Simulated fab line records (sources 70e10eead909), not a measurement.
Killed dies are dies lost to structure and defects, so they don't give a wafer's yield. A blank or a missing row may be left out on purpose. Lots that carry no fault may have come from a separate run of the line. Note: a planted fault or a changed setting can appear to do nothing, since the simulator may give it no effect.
Chamber matching / flow nandHarc / 4 sister chambers for NHARC_A_STAIRCASE_CMP_152 on cmp-01
The step polishes. 14 wafers are shown with their chamber, then 7 later ones without.

== EACH WAFER AND ITS CHAMBER ==
wafer=L697.3; chamber=1; motorCurrentA (A)=12.7; edgeZonePressureFrac=1.005
wafer=L697.4; chamber=3; motorCurrentA (A)=11.4; edgeZonePressureFrac=0.995
wafer=L697.6; chamber=0; motorCurrentA (A)=12.7; edgeZonePressureFrac=1.005
wafer=L704.1; chamber=3; motorCurrentA (A)=11.6; edgeZonePressureFrac=1.007
wafer=L704.4; chamber=1; motorCurrentA (A)=12.3; edgeZonePressureFrac=0.994
wafer=L704.5; chamber=3; motorCurrentA (A)=11.3; edgeZonePressureFrac=1.004
wafer=L706.2; chamber=1; motorCurrentA (A)=13.4; edgeZonePressureFrac=1.005
wafer=L706.3; chamber=2; motorCurrentA (A)=9.1; edgeZonePressureFrac=1.005
wafer=L706.4; chamber=0; motorCurrentA (A)=12.9; edgeZonePressureFrac=1.005
wafer=L705.1; chamber=1; motorCurrentA (A)=12.4; edgeZonePressureFrac=0.997
wafer=L705.3; chamber=0; motorCurrentA (A)=12.9; edgeZonePressureFrac=0.998
wafer=L705.5; chamber=3; motorCurrentA (A)=11.7; edgeZonePressureFrac=0.994
wafer=L709.1; chamber=3; motorCurrentA (A)=12.3; edgeZonePressureFrac=1.000
wafer=L709.2; chamber=0; motorCurrentA (A)=13.2; edgeZonePressureFrac=1.006

SIGNATURES, as means of the wafers listed above
reading=motorCurrentA; chamber 0=12.925; chamber 1=12.700; chamber 2=9.100; chamber 3=11.660; scatter within a chamber=0.385
reading=edgeZonePressureFrac; chamber 0=1.00350; chamber 1=1.00025; chamber 2=1.00500; chamber 3=1.00000; scatter within a chamber=0.00512
Rule: for a wafer and a chamber, the distance is found by dividing, reading by reading, the gap between the wafer's reading and the chamber's mean by the reading's scatter, squaring, summing and taking the root. The wafer belongs to the nearest chamber; if the next one is less than 2 further off, it can't be placed. The scatter: the root of (the sum of the squares of (reading less its chamber's mean) over the shown wafers, divided by (wafers less chambers)).

== WAFERS WITHOUT THEIR CHAMBER ==
wafer=L709.4; motorCurrentA (A)=13.1; edgeZonePressureFrac=0.993
wafer=L710.1; motorCurrentA (A)=12.7; edgeZonePressureFrac=1.000
wafer=L710.2; motorCurrentA (A)=11.9; edgeZonePressureFrac=0.998
wafer=L710.4; motorCurrentA (A)=14.2; edgeZonePressureFrac=0.998
wafer=L716.1; motorCurrentA (A)=9.7; edgeZonePressureFrac=0.998
wafer=L716.2; motorCurrentA (A)=12.3; edgeZonePressureFrac=1.001
wafer=L716.5; motorCurrentA (A)=13.4; edgeZonePressureFrac=1.003

== EACH ONE'S CHAMBER ==
wafer=L709.4; from the rows above=can't be placed: 1 or 0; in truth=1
wafer=L710.1; from the rows above=can't be placed: 1 or 0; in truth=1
wafer=L710.2; from the rows above=can't be placed: 3 or 1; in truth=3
wafer=L710.4; from the rows above=can't be placed: 0 or 1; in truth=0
wafer=L716.1; from the rows above=2; in truth=2
wafer=L716.2; from the rows above=can't be placed: 1 or 3 or 0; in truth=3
wafer=L716.5; from the rows above=can't be placed: 0 or 1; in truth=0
1 of 7 placed correctly. Unplaceable from these rows: 6, with the true chamber sitting among the candidates in 6. 0 placed wrongly.
